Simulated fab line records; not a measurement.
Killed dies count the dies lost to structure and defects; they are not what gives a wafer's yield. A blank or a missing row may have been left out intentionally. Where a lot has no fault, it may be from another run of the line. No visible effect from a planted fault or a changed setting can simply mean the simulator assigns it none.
Which tool did it? / flow n5Finfet / 63 wafers sampled from 21 lots at 1 step of a route of 1938

== WHAT EACH GAUGE READ, for each wafer ==
N5_STI_FIN_REVEAL_CD_MEAS_22: target cd 6.238 nm, pitch 28 nm. Usual: cdNm 6.22 nm, standard deviation 0.23.
lot=L074; measured=day 2 15:22; on=cdSem-02; cdNm (nm)=6.52 6.37 5.78; flag=
lot=L075; measured=day 2 21:31; on=cdSem-03; cdNm (nm)=6.32 6.25 6.23; flag=
lot=L077; measured=day 3 11:21; on=cdSem-02; cdNm (nm)=6.27 5.89 6.55; flag=
lot=L078; measured=day 3 15:31; on=cdSem-01; cdNm (nm)=6.36 6.73 6.32; flag=
lot=L079; measured=day 3 19:32; on=cdSem-01; cdNm (nm)=6.19 6.58 6.44; flag=
lot=L080; measured=day 4 01:01; on=cdSem-03; cdNm (nm)=6.52 6.47 6.45; flag=
lot=L081; measured=day 4 06:43; on=cdSem-02; cdNm (nm)=6.24 6.14 6.38; flag=
lot=L082; measured=day 4 13:53; on=cdSem-02; cdNm (nm)=6.06 5.65 5.99; flag=
lot=L083; measured=day 4 19:17; on=cdSem-01; cdNm (nm)=6.35 6.07 6.02; flag=
lot=L084; measured=day 5 03:48; on=cdSem-03; cdNm (nm)=6.37 5.72 6.07; flag=
lot=L085; measured=day 5 08:49; on=cdSem-01; cdNm (nm)=6.08 6.34 6.21; flag=
lot=L086; measured=day 5 17:45; on=cdSem-01; cdNm (nm)=6.17 6.26 6.25; flag=
lot=L087; measured=day 5 19:47; on=cdSem-01; cdNm (nm)=6.06 6.43 5.98; flag=
lot=L088; measured=day 6 03:04; on=cdSem-02; cdNm (nm)=6.58 6.47 6.15; flag=
lot=L089; measured=day 6 07:14; on=cdSem-02; cdNm (nm)=5.89 6.29 6.18; flag=
lot=L090; measured=day 6 13:40; on=cdSem-03; cdNm (nm)=6.48 6.43 6.77; flag=
lot=L092; measured=day 7 01:40; on=cdSem-03; cdNm (nm)=6.34 5.90 5.96; flag=
lot=L093; measured=day 7 07:13; on=cdSem-02; cdNm (nm)=5.96 5.97 6.53; flag=
lot=L094; measured=day 7 15:52; on=cdSem-02; cdNm (nm)=6.53 5.74 6.20; flag=
lot=L095; measured=day 7 19:13; on=cdSem-03; cdNm (nm)=6.31 6.56 6.38; flag=
lot=L097; measured=day 8 07:32; on=cdSem-03; cdNm (nm)=5.75 6.26 5.81; flag=

== WHICH TOOL RAN EACH LOT (tool, then ch and the chambers of the sampled wafers, then the start) ==
Record: no process step prior to these readings.

== WHAT THE TOOLS THEMSELVES READ (means of the sampled wafers that have a number; where no wafer has one, the mark that the record gives instead) ==
The record holds no such reading with a usual standard deviation.

== THE ANSWER, worked out from the rows above alone ==
Rule: take the mean of a lot's wafers that have a number; if it is more than 3 standard deviations from the usual mean, the lot is off. Also off: a lot with no number at a reading for which 4 or more lots have one. The other lots that the step has rows for count as sound. After the gauges, taken in route order, come the tools' own readings; for these a lot's mean is taken, as printed above. The first step at which some lot is off is used, and at that step the reading that is off furthest; a lot without a number counts as furthest.
No lot is off at any reading shown: from this, nothing can be told.

== WHAT THE SIMULATOR HAD PUT IN ==
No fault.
